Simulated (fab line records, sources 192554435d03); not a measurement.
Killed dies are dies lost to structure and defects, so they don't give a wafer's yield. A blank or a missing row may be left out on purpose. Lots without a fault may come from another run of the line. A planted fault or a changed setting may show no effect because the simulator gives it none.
Which tool did it? | flow n5_finfet | 10 lots, 30 wafers sampled, at 5 steps of a route of 1938

WHAT THE GAUGES READ, wafer by wafer
N5_BEOL_M2_THK_MEAS_53: measures by xrf. Usual: M2_THK 40.5 nm, standard deviation 1.5.
lot  | measured     | on            | M2_THK (nm)    | flag
L979 | day 6 16:59  | film_metro-02 | 42.4 39.7 43.9 |
L980 | day 7 02:46  | film_metro-02 | 40.7 39.1 39.7 |
L981 | day 7 12:59  | film_metro-01 | 38.4 36.6 38.8 |
L985 | day 8 16:34  | film_metro-02 | 39.2 41.7 38.8 |
L990 | day 9 14:51  | film_metro-02 | 41.6 40.3 42.1 |
L991 | day 10 18:38 | film_metro-01 | 41.1 41.3 40.8 |
L996 | day 11 01:54 | film_metro-01 | 41.8 41.7 39.3 |
L998 | day 11 10:44 | film_metro-01 | 41.7 40.3 41.7 |
L101 | day 12 20:11 | film_metro-02 | 39.5 38.3 37.5 |
L102 | day 13 02:22 | film_metro-01 | 43.6 41.4 44.1 |

N5_BEOL_M4_RC_MEAS_101. Usual: DIBL_N 35.9 mV/V, standard deviation 1.9; DIBL_P 35.8 mV/V, standard deviation 2.4; IOFF_N 0.15 nA/um, standard deviation 0.031; IOFF_P 0.21 nA/um, standard deviation 0.037; ION_N 672 uA/um, standard deviation 13; ION_P 462 uA/um, standard deviation 8.3; SS_N 71.5 mV/dec, standard deviation 0.72; SS_P 73.2 mV/dec, standard deviation 0.67; VT_N 250 mV, standard deviation 3.4; VT_P -250 mV, standard deviation 3.4.
lot  | measured     | on        | DIBL_N (mV/V)  | DIBL_P (mV/V)  | IOFF_N (nA/um) | IOFF_P (nA/um) | ION_N (uA/um) | ION_P (uA/um) | SS_N (mV/dec)  | SS_P (mV/dec)  | VT_N (mV)   | VT_P (mV)      | flag
L979 | day 7 22:57  | prober-02 | 37.0 36.5 36.5 | 37.6 35.3 36.1 | 0.15 0.13 0.13 | 0.22 0.18 0.19 | 676 657 660   | 466 450 457   | 71.2 71.2 71.4 | 73.8 73.2 72.7 | 250 253 252 | -250 -253 -251 |
L980 | day 8 08:36  | prober-01 | 36.6 34.4 35.2 | 36.7 35.1 36.2 | 0.16 0.12 0.14 | 0.23 0.21 0.23 | 671 640 667   | 469 456 472   | 71.6 70.6 70.9 | 73.5 73.6 73.5 | 250 257 253 | -248 -249 -249 |
L981 | day 8 16:59  | prober-02 | 32.8 33.6 32.4 | 33.2 34.1 32.9 | 0.11 0.11 0.10 | 0.14 0.14 0.13 | 650 640 651   | 452 435 444   | 70.8 70.8 70.5 | 72.9 73.1 72.6 | 255 259 258 | -258 -259 -258 |
L985 | day 9 12:15  | prober-02 | 35.1 37.4 38.2 | 36.0 37.4 37.8 | 0.15 0.18 0.18 | 0.20 0.23 0.24 | 675 683 668   | 460 466 467   | 71.0 71.9 73.1 | 73.3 74.1 73.8 | 249 248 248 | -250 -251 -249 |
L990 | day 11 04:35 | prober-02 | 37.5 36.8 39.8 | 36.0 35.3 39.6 | 0.17 0.16 0.23 | 0.22 0.21 0.31 | 689 670 699   | 475 464 482   | 71.7 71.8 72.4 | 72.8 72.9 73.8 | 248 248 243 | -247 -246 -241 |
L991 | day 11 13:04 | prober-01 | 38.2 34.0 36.5 | 38.1 32.7 35.6 | 0.20 0.13 0.17 | 0.28 0.19 0.24 | 686 665 675   | 473 461 469   | 71.8 70.9 70.3 | 74.0 72.1 73.5 | 245 251 250 | -246 -249 -246 |
L996 | day 11 21:08 | prober-02 | 39.6 38.2 36.8 | 39.5 36.9 36.1 | 0.21 0.18 0.16 | 0.29 0.24 0.22 | 684 682 674   | 476 469 464   | 71.4 72.2 71.6 | 74.8 73.5 73.5 | 243 247 248 | -247 -251 -249 |
L998 | day 12 12:03 | prober-01 | 36.3 33.1 34.3 | 34.0 30.0 32.4 | 0.16 0.10 0.12 | 0.20 0.14 0.17 | 682 656 669   | 465 453 461   | 71.4 71.2 70.8 | 73.8 72.4 72.6 | 250 254 252 | -250 -253 -255 |
L101 | day 13 22:01 | prober-01 | 38.1 37.9 35.8 | 39.6 38.2 37.0 | 0.19 0.18 0.15 | 0.26 0.23 0.20 | 677 696 674   | 462 474 464   | 72.5 72.1 71.2 | 74.5 74.2 74.0 | 246 249 251 | -246 -248 -251 |
L102 | day 14 01:53 | prober-02 | 34.6 36.8 36.9 | 33.6 35.7 35.7 | 0.13 0.17 0.16 | 0.20 0.23 0.23 | 674 690 682   | 473 475 473   | 70.6 71.4 71.3 | 72.7 73.0 72.5 | 250 249 253 | -251 -247 -247 |

WHICH TOOL RAN EACH LOT (tool, then ch and the chambers of the sampled wafers, then the start)
lot  | N5_BEOL_M2_ANNEAL_91         | N5_BEOL_M2_DEP_57               | N5_BEOL_M3_COAT_61
L979 | pvd_sputter-03, day 6 15:37  | pecvd-04 ch 0,1, day 6 17:10    | litho_track-05 ch 0, day 6 19:05
L980 | pvd_sputter-03, day 7 01:08  | pecvd-01 ch 0,2, day 7 02:58    | litho_track-02 ch 0, day 7 03:51
L981 | pvd_sputter-01, day 7 11:36  | pecvd-03 ch 0,2, day 7 13:11    | litho_track-04 ch 0, day 7 17:41
L985 | pvd_sputter-01, day 8 15:11  | pecvd-04 ch 0,1,2, day 8 16:46  | litho_track-05 ch 0, day 8 17:53
L990 | pvd_sputter-01, day 9 13:20  | pecvd-01 ch 0,1, day 9 15:06    | litho_track-05 ch 0, day 9 17:35
L991 | pvd_sputter-02, day 10 16:21 | pecvd-04 ch 0,1,2, day 10 18:50 | litho_track-04 ch 0, day 10 21:37
L996 | pvd_sputter-03, day 11 00:32 | pecvd-03 ch 1,2, day 11 02:05   | litho_track-04 ch 0, day 11 04:01
L998 | pvd_sputter-01, day 11 09:22 | pecvd-01 ch 1,2, day 11 10:59   | litho_track-02 ch 0, day 11 12:07
L101 | pvd_sputter-02, day 12 18:49 | pecvd-01 ch 0,1,2, day 12 20:22 | litho_track-05 ch 0, day 12 22:01
L102 | pvd_sputter-01, day 13 01:00 | pecvd-04 ch 0,1, day 13 02:34   | litho_track-04 ch 0, day 13 03:35
- N5_BEOL_M2_ANNEAL_91: time 240 s.
- N5_BEOL_M2_DEP_57: deposits SiCN from 3MS/NH3, target thk 8 nm, time 14 s.
- N5_BEOL_M3_COAT_61: time 60 s, resist thk 60 nm.

WHAT THE TOOLS THEMSELVES READ (means of the sampled wafers that have a number; where no wafer has one, the mark that the record gives instead)
N5_BEOL_M2_ANNEAL_91. Usual: heater_power_w 867 W, standard deviation 58.
lot  | tool           | heater_power_w (W) | flag
L979 | pvd_sputter-03 | 889                |
L980 | pvd_sputter-03 | 898                |
L981 | pvd_sputter-01 | 815                |
L985 | pvd_sputter-01 | 821                |
L990 | pvd_sputter-01 | 843                |
L991 | pvd_sputter-02 | 904                |
L996 | pvd_sputter-03 | 844                |
L998 | pvd_sputter-01 | 826                |
L101 | pvd_sputter-02 | 879                |
L102 | pvd_sputter-01 | 825                |

N5_BEOL_M2_DEP_57. Usual: chamber_pressure_Torr 2.999 Torr, standard deviation 0.0073; showerhead_plenum_p_Torr 3.668 Torr, standard deviation 0.012; throttle_valve_pct 9.3 %, standard deviation 0.65.
lot  | tool     | chamber_pressure_Torr (Torr) | showerhead_plenum_p_Torr (Torr) | throttle_valve_pct (%) | flag
L979 | pecvd-04 | 2.998                        | 3.676                           | 9.7                    |
L980 | pecvd-01 | 2.996                        | 3.662                           | 8.8                    |
L981 | pecvd-03 | 2.997                        | 3.660                           | 9.1                    |
L985 | pecvd-04 | 3.003                        | 3.676                           | 9.5                    |
L990 | pecvd-01 | 2.999                        | 3.655                           | 9.9                    |
L991 | pecvd-04 | 2.990                        | 3.668                           | 9.4                    |
L996 | pecvd-03 | 2.995                        | 3.689                           | 8.7                    |
L998 | pecvd-01 | 3.002                        | 3.668                           | 9.7                    |
L101 | pecvd-01 | 3.005                        | 3.653                           | 9.4                    |
L102 | pecvd-04 | 2.993                        | 3.673                           | 9.8                    |

N5_BEOL_M3_COAT_61. Usual: heater_power_total_W 500.4 W, standard deviation 1.8; run_length_s 66.46 s, standard deviation 0.1.
lot  | tool           | heater_power_total_W (W) | run_length_s (s) | flag
L979 | litho_track-05 | 500.2                    | 66.42            |
L980 | litho_track-02 | 500.2                    | 66.53            |
L981 | litho_track-04 | 500.3                    | 66.39            |
L985 | litho_track-05 | 518.8                    | 62.94            | OFF
L990 | litho_track-05 | 508.0                    | 64.68            | OFF
L991 | litho_track-04 | 500.2                    | 66.41            |
L996 | litho_track-04 | 499.8                    | 66.45            |
L998 | litho_track-02 | 501.9                    | 66.44            |
L101 | litho_track-05 | 500.6                    | 66.49            |
L102 | litho_track-04 | 499.1                    | 66.51            |

THE ANSWER, worked out from the rows above alone
Rule: a lot is off if the mean of its wafers that have a number lies more than 3 standard deviations from the usual mean. A lot without any number at a reading at which 4 lots or more have one is off too. The other lots that the step has rows for count as sound. The gauges are gone through in route order, then the tools' own readings, and for those a lot's mean is taken as printed above. The first step at which some lot is off is used, and at that step the reading that is off furthest; a lot without a number counts as furthest.
Off: L985, L990, at N5_BEOL_M3_COAT_61 (run_length_s).
A tool fits if, at that step or a process step before it, it ran every lot that is off, and no sound lot after the first of them. None of those tried fits.

WHAT THE SIMULATOR HAD PUT IN
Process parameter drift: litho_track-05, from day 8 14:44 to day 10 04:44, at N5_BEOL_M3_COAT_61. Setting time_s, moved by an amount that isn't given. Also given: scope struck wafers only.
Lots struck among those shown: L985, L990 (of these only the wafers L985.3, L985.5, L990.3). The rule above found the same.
